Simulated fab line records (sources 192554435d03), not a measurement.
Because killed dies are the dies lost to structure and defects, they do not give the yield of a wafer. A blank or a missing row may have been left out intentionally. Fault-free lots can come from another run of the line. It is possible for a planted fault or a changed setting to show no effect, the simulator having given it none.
Matching of chambers    flow n5Finfet    rieDiel-05 running N5_MOL_CONTACT_COAG_ETCH_65: 4 sister chambers
The step etches underlayer in N2/H2, target depth 13 nm, time 10.4 s. 14 wafers are shown with their chamber, then 7 later ones without.

WAFERS PAIRED WITH THEIR CHAMBERS
wafer   chamber  showerheadPlenumPTorr (Torr)  drypumpMotorCurrentA (A)  throttleValvePct (%)
L075.1  3        2.63                          6.3                       18.11
L075.4  1        2.35                          5.4                       17.97
L075.5  3        2.63                          6.4                       18.10
L077.2  0        2.65                          5.5                       17.63
L077.3  3        2.63                          6.3                       18.09
L077.6  0        2.65                          5.5                       17.63
L080.1  1        2.35                          5.4                       18.00
L080.2  3        2.62                          6.3                       18.11
L080.6  0        2.65                          5.5                       17.64
L082.1  2        2.72                          5.8                       17.63
L082.2  3        2.62                          6.3                       18.14
L082.6  0        2.65                          5.6                       17.67
L085.1  1        2.35                          5.4                       18.01
L085.2  2        2.72                          5.8                       17.68

SIGNATURES, as means of the wafers listed above
reading                chamber 0  chamber 1  chamber 2  chamber 3  scatter within a chamber
showerheadPlenumPTorr  2.6500     2.3500     2.7200     2.6260     0.00346
drypumpMotorCurrentA   5.525      5.400      5.800      6.320      0.0394
throttleValvePct       17.6425    17.9933    17.6550    18.1100    0.0214
Rule: for a wafer and a chamber, the distance is found by dividing, reading by reading, the gap between the wafer's reading and the chamber's mean by the reading's scatter, squaring, summing and taking the root. If the next closest chamber is less than 2 further off than the closest, the wafer can't be placed; otherwise it belongs to the closest. The scatter: take each reading less its chamber's mean, square it, sum over the shown wafers, divide by the number of wafers less the number of chambers, and take the root.

WAFERS WITHOUT THEIR CHAMBER
wafer   showerheadPlenumPTorr (Torr)  drypumpMotorCurrentA (A)  throttleValvePct (%)
L085.6  2.62                          6.3                       18.15
L088.1  2.34                          5.4                       18.04
L088.2  2.62                          6.3                       18.15
L088.5  2.34                          5.4                       18.02
L091.3  2.71                          5.8                       17.68
L091.4  2.34                          5.4                       18.03
L091.5  2.64                          5.5                       17.68

WHICH CHAMBER EACH ONE RAN IN
wafer   from the rows above  in truth
L085.6  3                    3
L088.1  1                    1
L088.2  3                    3
L088.5  1                    1
L091.3  2                    2
L091.4  1                    1
L091.5  0                    0
Correct placement for 7 of the 7. Not placeable from these rows: 0. Wrongly placed: 0.
